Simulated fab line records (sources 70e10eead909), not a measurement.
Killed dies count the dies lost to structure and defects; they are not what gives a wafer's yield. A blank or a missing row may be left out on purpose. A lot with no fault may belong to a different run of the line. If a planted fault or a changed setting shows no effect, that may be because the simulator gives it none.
Which tool was responsible? / flow nand_harc / 6 lots (18 wafers sampled), 1 step of a 1159-step route

WHAT EACH GAUGE READ, for each wafer
NHARC_A_CONTACT_INSPECT_71.
lot=L925; measured=day 16 22:06; on=defect_inspect-01; raw_defect_count=7 7 9
lot=L926; measured=day 17 13:32; on=defect_inspect-02; raw_defect_count=42 31 47
lot=L927; measured=day 18 04:34; on=defect_inspect-01; raw_defect_count=19 20 29
lot=L929; measured=day 18 11:05; on=defect_inspect-02; raw_defect_count=8 6 6
lot=L933; measured=day 19 07:02; on=defect_inspect-02; raw_defect_count=10 11 14
lot=L942; measured=day 21 18:45; on=defect_inspect-02; raw_defect_count=22 30 22

WHAT TOOL EACH LOT RAN ON (gives the tool, then ch and the chambers of the sampled wafers, and finally the start)
Before these readings, the record contains no process step.

THE ANSWER, worked out from the rows above alone
Rule: what is usual is taken from the lots themselves. The widest of any qualifying gaps counts: lots, ordered by their means at a reading, are off when they make up no more than a third of the lots, leave a main group of 4 or more, and stand apart from it by 3 or more times the standard deviation of that group's means. A main group whose means are all the same, to the digits that the tables above print for the reading, isn't used. A lot without any number at a reading at which 4 lots or more have one is off too. Any other lot the step has rows for is counted as sound.
No lot is off at any reading shown: from this, nothing can be told.

WHAT HAD BEEN PUT IN BY THE SIMULATOR
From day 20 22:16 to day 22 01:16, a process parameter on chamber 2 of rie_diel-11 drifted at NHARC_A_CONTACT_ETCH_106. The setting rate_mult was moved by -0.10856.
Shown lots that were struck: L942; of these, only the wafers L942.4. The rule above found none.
